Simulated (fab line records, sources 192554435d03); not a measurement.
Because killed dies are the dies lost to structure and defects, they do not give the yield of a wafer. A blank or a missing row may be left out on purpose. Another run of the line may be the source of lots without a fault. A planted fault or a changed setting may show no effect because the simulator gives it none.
fab line records	flow n5-finfet
[record] lots = 10	wafers = 30	last-day = 16
route steps=1938 shown ZERO_LAYER@17 WELL_APT@33 BEOL_M4@1111 PASSIVATION@1936
lots that met no fault: taken from a fault-free run of the same line
start-h: hours from the record's opening day to when the first of the lot's shown wafers began	wait-h: hours from the lot's prior step to this one	" same as the row above	L1.1+2: one row covering several wafers at once	- no value, or no start given	* or withheld: withheld	< > ~ a bound
route shown NAME@n: a module of which the file shows steps, and the number in the route of the first	usual: mean and standard deviation over wafers with no fault	same: alike in all rows	chamber/n: place in a boat	sites: the reading at each site	_std_site: the values' standard deviation	_edge_site: mean of outer sites minus mean of inner sites	radius-mm: how far each site lies from the wafer's centre	mask NAME#n: copy n	behind: the last tool/chamber to shape the wafer	hold: reason for holding the lot/hours on hold/outcome of the hold	device: which transistor (n, p or np) failed to switch	end of line: tests run on the same wafers once the route is complete	for a step that has no rows: nothing shown but its recipe	killed: not the wafer's yield, but the dies lost to structure and defects at the first sort	map: a wafer's dies, x killed, . not, _ none there
set.NAME: the setting as run; set.NAME@STEP: as run at that earlier step	model.NAME: the simulator's own value behind a step, which no gauge read
one table for each step of the route and one row for each wafer, over a sample of lots
services: a tool's chamber out of use, with start hour (start-h, from the record's first day; less than 0 if before it), hours out, and reason
[[steps]]
[step N5_ZERO_LAYER_STRIP_24]
[recipe] chemistry = O2	power-w = 1000	temp-c = 250	overash-fraction = 0.3	pressure-mtorr = 1000	o2-flow-sccm = 6750
[usual] drypump-motor-current-A = 5.67/0.2	heater-power-w = 331/48	oes-product-au = 0.647/0.0048	strip-time-to-endpoint-s = 43.85/0.099
lot.wafer	tool	chamber	start-h	wait-h	drypump-motor-current-A	heater-power-w	oes-product-au	rf-hours-counter-h	strip-time-to-endpoint-s
L225.1	plasma-asher-02	0	12.89	0.1	6.00	422	0.642	77	43.83
L225.2	"	1	"	"	5.49	328	0.634	77	43.89
L225.3	"	1	"	"	5.48	316	0.643	-	43.85
L228.3	plasma-asher-01	0	30.92	0.1	5.47	313	0.639	-	43.63
L228.5	"	1	"	"	5.74	296	0.656	-	43.77
L228.6	"	0	"	"	5.49	309	0.653	-	43.78
L231.2	plasma-asher-01	0	49.08	0.1	5.52	304	0.645	29	43.80
L231.4	"	0	"	"	5.49	302	0.644	-	43.75
L231.6	"	1	"	"	5.76	297	0.644	-	43.68
L235.1	plasma-asher-01	1	73.42	0.1	5.77	292	0.644	34	43.82
L235.3	"	0	"	"	5.49	312	0.649	-	43.78
L235.4	"	1	"	"	5.74	298	0.646	-	43.82
L237.1	plasma-asher-02	0	84.99	0.1	6.02	425	0.646	91	43.72
L237.2	"	1	"	"	5.45	340	0.646	91	43.77
L237.4	"	1	"	"	5.48	326	0.651	-	43.72
L238.1	plasma-asher-01	1	91.02	0.1	5.77	293	0.649	37	43.91
L238.3	"	1	"	"	5.74	300	0.651	-	43.92
L238.6	"	0	"	"	5.47	301	0.647	-	43.88
L239.1	plasma-asher-01	1	96.89	0.1	5.73	295	0.645	38	43.88
L239.2	"	0	"	"	5.47	316	0.646	38	43.80
L239.4	"	0	"	"	5.50	310	0.643	-	43.88
L240.1	plasma-asher-02	1	102.90	0.1	5.46	332	0.645	95	43.72
L240.2	"	0	"	"	6.01	425	0.649	95	43.98
L240.4	"	1	"	"	5.43	334	0.655	-	43.91
L241.3	plasma-asher-02	0	109.23	0.1	6.03	423	0.644	-	43.93
L241.4	"	1	"	"	5.49	325	0.650	-	43.93
L241.6	"	1	"	"	5.49	333	0.645	-	43.94
L243.2	plasma-asher-01	0	120.93	0.1	5.51	310	0.653	45	43.98
L243.3	"	1	"	"	5.76	290	0.640	-	43.96
L243.4	"	0	"	"	5.50	316	0.647	-	43.98
[step N5_WELL_APT_IMPLANT_15]
[recipe] species = As	energy-kev = 25	dose-cm2 = 1.5e+13	tilt-deg = 0	rotation-deg = 0
[usual] beam-energy-keV = 24.999/0.0069	dose-ions-cm2 = 1.5003e+13/1.5e+10	faraday-current-uA = 190/3.7
lot.wafer	tool	chamber	start-h	wait-h	beam-energy-keV	dose-ions-cm2	faraday-current-uA
L225.1	implanter-02	0	14.50	0.1	24.993	1.5004e+13	193
L225.2	"	0	"	"	24.989	1.4992e+13	193
L225.3	"	0	"	"	25.003	1.5018e+13	187
L228.3	implanter-01	0	32.19	0.1	25.010	1.5023e+13	191
L228.5	"	0	"	"	25.000	1.5025e+13	185
L228.6	"	0	"	"	24.995	1.5023e+13	200
L231.2	implanter-02	0	50.52	0.1	25.004	1.5018e+13	185
L231.4	"	0	"	"	25.004	1.4986e+13	197
L231.6	"	0	"	"	24.998	1.501e+13	192
L235.1	implanter-02	0	74.58	0.1	24.998	1.5001e+13	195
L235.3	"	0	"	"	24.996	1.5002e+13	198
L235.4	"	0	"	"	24.997	1.4995e+13	184
L237.1	implanter-02	0	86.29	0.1	25.012	1.4995e+13	186
L237.2	"	0	"	"	24.998	1.5019e+13	193
L237.4	"	0	"	"	25.006	1.5004e+13	186
L238.1	implanter-01	0	92.20	0.1	24.994	1.5001e+13	190
L238.3	"	0	"	"	25.000	1.4986e+13	186
L238.6	"	0	"	"	24.999	1.5008e+13	195
L239.1	implanter-02	0	102.28	0.1	24.998	1.4998e+13	189
L239.2	"	0	"	"	24.999	1.4998e+13	195
L239.4	"	0	"	"	24.985	1.4999e+13	194
L240.1	implanter-01	0	104.30	0.1	25.016	1.4981e+13	192
L240.2	"	0	"	"	24.998	1.4989e+13	192
L240.4	"	0	"	"	25.004	1.4994e+13	186
L241.3	implanter-02	0	110.42	0.1	24.994	2.5003e+13	324
L241.4	"	0	"	"	24.998	2.4985e+13	320
L241.6	"	0	"	"	25.004	2.5013e+13	317
L243.2	implanter-02	0	121.99	0.1	25.000	2.5005e+13	320
L243.3	"	0	"	"	25.001	2.498e+13	314
L243.4	"	0	"	"	24.996	2.4993e+13	323
[step N5_WELL_APT_INSPECT_27]
[recipe] mode = adi	inspect-instrument = macro
[usual] raw-defect-count = 2.0/1.4
lot.wafer	tool	chamber	start-h	wait-h	raw-defect-count
L225.1	defect-inspect-02	-	15.44	0.0	2
L225.2	"	-	"	"	1
L225.3	"	-	"	"	0
L228.3	defect-inspect-02	-	32.94	0.0	3
L228.5	"	-	"	"	0
L228.6	"	-	"	"	1
L231.2	defect-inspect-02	-	51.30	0.0	0
L231.4	"	-	"	"	1
L231.6	"	-	"	"	2
L235.1	defect-inspect-01	-	75.41	0.0	1
L235.3	"	-	"	"	3
L235.4	"	-	"	"	2
L237.1	defect-inspect-01	-	87.23	0.0	2
L237.2	"	-	"	"	2
L237.4	"	-	"	"	3
L238.1	defect-inspect-02	-	93.00	0.0	0
L238.3	"	-	"	"	3
L238.6	"	-	"	"	4
L239.1	defect-inspect-02	-	103.47	0.0	1
L239.2	"	-	"	"	4
L239.4	"	-	"	"	2
L240.1	defect-inspect-02	-	105.38	0.0	3
L240.2	"	-	"	"	1
L240.4	"	-	"	"	4
L241.3	defect-inspect-01	-	111.55	0.0	1
L241.4	"	-	"	"	4
L241.6	"	-	"	"	5
L243.2	defect-inspect-02	-	122.77	0.0	0
L243.3	"	-	"	"	4
L243.4	"	-	"	"	2
[step N5_WELL_APT_INSPECT_38]
[recipe] inspect-instrument = darkfield	mode = post-epi
[usual] raw-defect-count = 13/5.1
lot.wafer	tool	chamber	start-h	wait-h	raw-defect-count
L225.1	defect-inspect-01	-	17.62	0.9	14
L225.2	"	-	"	"	10
L225.3	"	-	"	"	18
L228.3	defect-inspect-02	-	34.61	0.3	13
L228.5	"	-	"	"	16
L228.6	"	-	"	"	12
L231.2	defect-inspect-01	-	53.29	0.6	15
L231.4	"	-	"	"	18
L231.6	"	-	"	"	14
L235.1	defect-inspect-01	-	77.34	0.5	16
L235.3	"	-	"	"	19
L235.4	"	-	"	"	15
L237.1	defect-inspect-02	-	89.09	0.7	15
L237.2	"	-	"	"	13
L237.4	"	-	"	"	15
L238.1	defect-inspect-02	-	95.60	0.5	11
L238.3	"	-	"	"	13
L238.6	"	-	"	"	11
L239.1	defect-inspect-02	-	105.14	0.5	11
L239.2	"	-	"	"	13
L239.4	"	-	"	"	13
L240.1	defect-inspect-02	-	107.47	0.5	14
L240.2	"	-	"	"	3
L240.4	"	-	"	"	11
L241.3	defect-inspect-02	-	113.72	0.3	12
L241.4	"	-	"	"	9
L241.6	"	-	"	"	12
L243.2	defect-inspect-01	-	125.54	0.6	17
L243.3	"	-	"	"	27
L243.4	"	-	"	"	17
[step N5_BEOL_M4_RC_MEAS_101]
[usual] CJ_P = 5.77/0.22	DIBL_N = 36.0/1.7	DIBL_P = 35.8/2	IOFF_N = 0.15/0.03	IOFF_P = 0.20/0.037	IOFF_P_LONG = 0.000104/8.6e-06	ION_N = 670/12	ION_P = 460/7.2	SS_N = 71.5/0.68	SS_P = 73.2/0.65	VT_N = 250/3.1	VT_P = -251/3.4
lot.wafer	tool	chamber	start-h	wait-h	CJ_P	DIBL_N[mV/V]	DIBL_P[mV/V]	IOFF_N[nA/um]	IOFF_P[nA/um]	IOFF_P_LONG[nA/um]	ION_N[uA/um]	ION_P[uA/um]	SS_N[mV/dec]	SS_P[mV/dec]	VT_N[mV]	VT_P[mV]
L228.3	prober-02	0	177.73	0.3	5.66	38.8	39.1	0.20	0.28	0.000106	671	463	72.0	74.1	246	-244
L228.5	"	0	"	"	5.76	37.2	37.0	0.16	0.22	0.000107	664	459	71.6	72.7	249	-247
L228.6	"	0	"	"	5.72	36.9	35.8	0.14	0.21	0.000106	667	460	72.1	73.2	250	-250
L225.1	prober-01	0	178.10	0.0	5.78	36.0	37.1	0.17	0.24	0.000115	684	471	71.4	73.4	249	-247
L225.2	"	0	"	"	5.53	37.1	37.0	0.18	0.23	0.000108	682	464	71.3	73.3	248	-248
L225.3	"	0	"	"	5.29	36.7	36.6	0.18	0.23	0.000104	669	467	71.6	73.3	249	-247
L231.2	prober-01	0	200.75	0.2	5.68	36.3	37.4	0.15	0.21	0.0001	654	448	70.6	73.9	248	-252
L231.4	"	0	"	"	6.06	34.4	36.1	0.13	0.18	0.000109	663	460	71.2	73.1	252	-251
L231.6	"	0	"	"	5.94	39.2	40.2	0.20	0.27	0.000107	669	455	73.0	74.0	246	-251
L235.1	prober-01	0	237.50	0.0	5.96	37.7	38.1	0.19	0.27	0.000116	687	477	71.5	73.5	248	-244
L235.3	"	0	"	"	5.31	36.0	35.1	0.15	0.21	0.000101	656	455	71.8	72.4	249	-249
L235.4	"	0	"	"	5.70	34.8	33.7	0.13	0.18	0.00011	678	462	71.3	73.1	251	-249
L237.1	prober-02	0	237.96	0.0	5.85	34.8	35.7	0.13	0.19	0.000106	672	462	71.4	73.5	251	-250
L237.2	"	0	"	"	5.61	37.0	37.5	0.16	0.21	0.000101	676	459	72.0	73.7	249	-248
L237.4	"	0	"	"	5.96	32.8	32.3	0.10	0.14	0.000106	658	451	71.4	71.9	255	-255
L238.1	prober-01	0	255.01	0.0	6.07	36.2	35.7	0.14	0.19	0.000106	658	453	71.2	72.7	252	-252
L238.3	"	0	"	"	6.12	35.2	35.6	0.14	0.20	0.00011	684	470	71.1	73.4	250	-250
L238.6	"	0	"	"	6.20	35.0	34.7	0.12	0.18	0.000109	655	460	70.1	72.7	254	-251
L239.1	prober-02	0	261.88	0.0	5.75	34.5	34.6	0.12	0.16	9.1e-05	667	455	71.1	72.6	252	-255
L239.2	"	0	"	"	5.63	37.2	37.2	0.16	0.19	9.1e-05	676	457	71.5	72.8	250	-254
L239.4	"	0	"	"	6.10	37.5	38.0	0.16	0.20	9.8e-05	672	460	72.1	73.8	252	-253
L241.3	prober-01	0	266.22	0.3	7.40	36.8	35.8	0.17	0.19	0.000152	682	461	71.5	73.4	247	-251
L241.4	"	0	"	"	7.51	33.2	33.2	0.12	0.16	0.00016	677	465	70.2	72.3	252	-254
L241.6	"	0	"	"	6.88	35.1	33.6	0.14	0.15	0.000127	665	450	71.2	73.3	254	-257
L243.2	prober-01	0	274.55	0.2	6.80	37.5	38.5	0.19	0.20	0.000115	678	455	72.3	73.8	251	-252
L243.3	"	0	"	"	7.53	34.2	34.1	0.12	0.14	0.000147	670	453	71.8	73.0	255	-259
L243.4	"	0	"	"	7.59	33.3	33.8	0.11	0.13	0.000144	655	442	71.4	72.8	255	-259
L240.1	prober-01	0	281.65	0.0	5.80	35.4	35.2	0.14	0.20	0.000109	676	469	71.5	73.1	252	-249
L240.2	"	0	"	"	5.93	35.4	36.6	0.16	0.23	0.000111	674	466	71.5	73.0	249	-247
L240.4	"	0	"	"	5.88	34.2	32.8	0.12	0.17	0.00011	670	457	71.4	72.7	251	-252
[step N5_PASSIVATION_PROBE_49]
[usual] defect-limited-yield = 91.4/1.5	killed_at_M0_to_M3 = 32/9.8	killed_at_M4_up = 15/5.6	killed-at-contacts = 12/5.4	killed-at-front-end = 40/13	killed-at-other = 3.0/2.1	killed-dies = 102/17	killed-open = 67/13	killed-short = 32/7.1	sort_bin_5_function = 5.1/0.96	sort_bin_6_memory = 3.2/0.7	sort_bin_8_speed = 0.0/0.3	sort-n-pass = 1078/18	sort-yield-pct = 91.3/1.5
[same] gross-dies = 1180	killed-at-back-side = 0	sort_bin_4_leakage[%] = 0
lot.wafer	tool	chamber	start-h	wait-h	defect-limited-yield[%]	killed_at_M0_to_M3	killed_at_M4_up	killed-at-contacts	killed-at-front-end	killed-at-other	killed-dies	killed-open	killed-short	sort_bin_5_function[%]	sort_bin_6_memory[%]	sort_bin_8_speed[%]	sort-n-pass	sort-yield-pct[%]
L238.1	prober-02	-	359.80	0.0	91.4	36	14	13	38	1	102	73	28	4.8	3.5	0	1078	91.4
L238.3	prober-02	-	359.90	0.1	92.6	32	14	7	31	3	87	59	27	4.2	2.9	0	1093	92.6
L238.6	prober-02	-	360.05	0.3	91.4	21	19	5	54	2	101	71	26	5.2	3.0	0	1079	91.4
L243.4	prober-01	-	370.40	0.2	91.7	28	15	7	42	6	98	63	26	5.3	2.5	0.1	1081	91.6
// killed by level:class
L238.1 BEOL_M0_SAQP:geometric-particle:open=12 MOL_CONTACT_COAG:geometric-particle:open=11 BEOL_M3:geometric-particle:open=8 STI_FIN_REVEAL:geometric-particle:open=7 GATE_CUT:geometric-particle:short=7 BEOL_M0_SAQP:geometric-particle:short=7 FIN_SAQP:geometric-particle:short=5 BEOL_M4:geometric-particle:open=5
L238.3 FIN_SAQP:geometric-particle:open=11 BEOL_M3:geometric-particle:open=9 BEOL_M2:geometric-particle:open=7 BEOL_M4:geometric-particle:open=7 MOL_CONTACT_COAG:geometric-particle:open=6 BEOL_M2:geometric-particle:short=6 STI_FIN_REVEAL:geometric-particle:open=4 GATE_CUT:geometric-particle:short=4
L238.6 FIN_SAQP:geometric-particle:open=13 STI_FIN_REVEAL:geometric-particle:open=11 BEOL_M3:geometric-particle:open=8 BEOL_M4:geometric-particle:open=7 GATE_CUT:geometric-particle:open=5 GATE_CUT:geometric-particle:short=5 MOL_CONTACT_COAG:geometric-particle:open=4 BEOL_M6:geometric-particle:open=4
L243.4 STI_FIN_REVEAL:geometric-particle:open=11 BEOL_M2:geometric-particle:open=8 BEOL_M0_SAQP:geometric-particle:open=7 MOL_CONTACT_COAG:geometric-particle:open=6 FIN_SAQP:geometric-particle:open=5 BEOL_M0_SAQP:geometric-particle:short=5 DUMMY_GATE:geometric-particle:open=5 HKMG_FIN:area-etch=5
[[services]]
tool	chamber	start-h	hours	kind
implanter-01	-	-7.01	8.8	repair
plasma-asher-02	-	39.89	3.0	repair
plasma-asher-01	-	52.38	1.9	repair
plasma-asher-02	-	94.49	0.5	repair
plasma-asher-02	-	115.07	5.4	repair
[[key]]
[first-sign] step = N5_WELL_APT_IMPLANT_15	reading = dose-ions-cm2	direction = up	sigmas = 99+	usual = 1.5003e+13	struck = 2.4997e+13
[effect] step = N5_WELL_APT_IMPLANT_15	reading = faraday-current-uA	direction = up	sigmas = 35	usual = 190	struck = 320
[effect] step = N5_BEOL_M4_RC_MEAS_101	reading = CJ_P	direction = up	sigmas = 7	usual = 5.77	struck = 7.29
[effect] step = N5_BEOL_M4_RC_MEAS_101	reading = IOFF_P_LONG	direction = up	sigmas = 4.3	usual = 0.000104	struck = 0.000141
met-at N5_WELL_APT_IMPLANT_15
struck-lots L241,L243
not-acting-at N5_ZERO_LAYER_STRIP_24,N5_WELL_APT_INSPECT_27,N5_WELL_APT_INSPECT_38
onset-between 102.28 110.42
[fault] kind = process-parameter-drift	tool = implanter-02	chamber = -	onset-h = 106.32	steps = N5_WELL_APT_IMPLANT_15	channel = dose-cm2	offset = 9.9929e+12	shape = step	end-h = 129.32	acts-in = these-recipes-only	stated = 1.5e+13
